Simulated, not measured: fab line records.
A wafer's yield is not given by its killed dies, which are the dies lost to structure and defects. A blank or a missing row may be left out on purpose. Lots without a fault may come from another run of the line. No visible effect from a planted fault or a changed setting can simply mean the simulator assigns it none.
A lot that was struck, set against a sound lot    flow n5-finfet    14 steps out of a route of 1938
Sound: these wafers, L768.4, L768.5, L768.6. Struck: wafers L757.1, L757.5 (left out: L757.6, a lot-mate that was not struck); the cause follows at the end.
At each step with rows: each side's tool, then ch and its chambers, then its first start. Under that, the readings that differ: sound wafers    struck wafers    difference of the means    sigmas: that difference in standard deviations of wafers without a fault.
alike: readings whose means differ by less than 2 such deviations, and words and numbers that are the same on both sides. not compared: withheld readings, readings that some wafer has no value for, bounds like >300 that may hide the same value, and numbers for which the record gives no deviation and whose values overlap.
The two part at a step that has a row with sigmas, a row that says differs or no value, or rows on one side only. When numbers do not overlap yet have no deviation, they are printed without sigmas and do not part them. A reading missing from all wafers of one side parts the sides only when that side holds two or more wafers.

N5_BEOL_M5_SPUTTER_83: material Cu, target thk 15 nm, time 27.62 s.
  sound on pvd-sputter-01, day 13 03:08; struck on pvd-sputter-03, day 10 02:49
  alike: throttle-valve-pct
then, 1 step without rows for these wafers: N5_BEOL_M5_ANNEAL_84 (time 1800 s).
N5_BEOL_M5_SPUTTER_88: material Cu, target thk 15 nm, time 27.62 s.
  sound on pvd-sputter-01, day 13 04:13; struck on pvd-sputter-03, day 10 03:55
  alike: throttle-valve-pct
then, 3 steps without rows for these wafers: N5_BEOL_M5_ANNEAL_89 (time 1800 s); N5_BEOL_M5_SPUTTER_90 (material Cu, target thk 4.5 nm, time 8.29 s); N5_BEOL_M5_ECD_50 (material Cu, target thk 300 nm).
N5_BEOL_M5_ANNEAL_51: time 90 s.
  sound on rtp-anneal-02 ch 0, day 13 05:39; struck on rtp-anneal-01 ch 0, day 10 07:07
  alike: anneal-temp-c, wafer_temp_C_max
N5_BEOL_M5_CMP_52: polishes, stops on SiCOH lowk, t overpolish 6.9 s, target thk 62 nm.
  sound on cmp-03 ch 0,1, day 13 05:49; struck on cmp-03 ch 0,2, day 10 07:32
reading                       sound           struck     difference  sigmas
barrier-field-endpoint-s (s)  25.6 25.3 24.9  24.2 24.1  -1.1        -2
  alike: motor-current-A, overpolish-run-s, slurry-filter-dp-kPa, time-to-endpoint-s
N5_BEOL_M5_THK_MEAS_53: measures by xrf.
  sound on film-metro-01, day 13 06:07; struck on film-metro-02, day 10 07:43
  alike: M5_THK
N5_BEOL_M5_PRE_CLEAN_77: time 15 s.
  sound on cvd-co-01 ch 0,1,2, day 13 06:10; struck on cvd-co-02 ch 0,2, day 10 07:45
  alike: heater-power-w
then, 2 steps without rows for these wafers: N5_BEOL_M5_CO_CAP_78 (material Co, precursor CCTBA/H2, target thk 2 nm, time 102.1 s); N5_BEOL_M5_PRE_CLEAN_55 (time 15 s).
N5_BEOL_M5_DEP_56: deposits SiCN from 3MS/NH3, target thk 8 nm, time 14 s.
  sound on pecvd-01 ch 0,1,2, day 13 06:20; struck on pecvd-01 ch 0,1, day 10 07:55
reading                                   sound    struck   difference  sigmas
model.SiCN_of_BEOL_M5_DEP_56.thk-nm (nm)  8 8 8.2  7.4 7.6  -0.6        
  alike: showerhead-plenum-p-Torr, throttle-valve-pct
N5_BEOL_M5_RS_MEAS_57: measurement is done with a four-point probe.
  sound on film-metro-02, day 13 06:23; struck on film-metro-02, day 10 07:58
  alike: M5_RS

== WHERE THEY PART ==
N5_BEOL_M5_CMP_52 only, going by this record. Later steps at which nothing parts them and some readings are alike: N5_BEOL_M5_THK_MEAS_53, N5_BEOL_M5_PRE_CLEAN_77, N5_BEOL_M5_DEP_56, N5_BEOL_M5_RS_MEAS_57.

WHY: what the simulator had put in
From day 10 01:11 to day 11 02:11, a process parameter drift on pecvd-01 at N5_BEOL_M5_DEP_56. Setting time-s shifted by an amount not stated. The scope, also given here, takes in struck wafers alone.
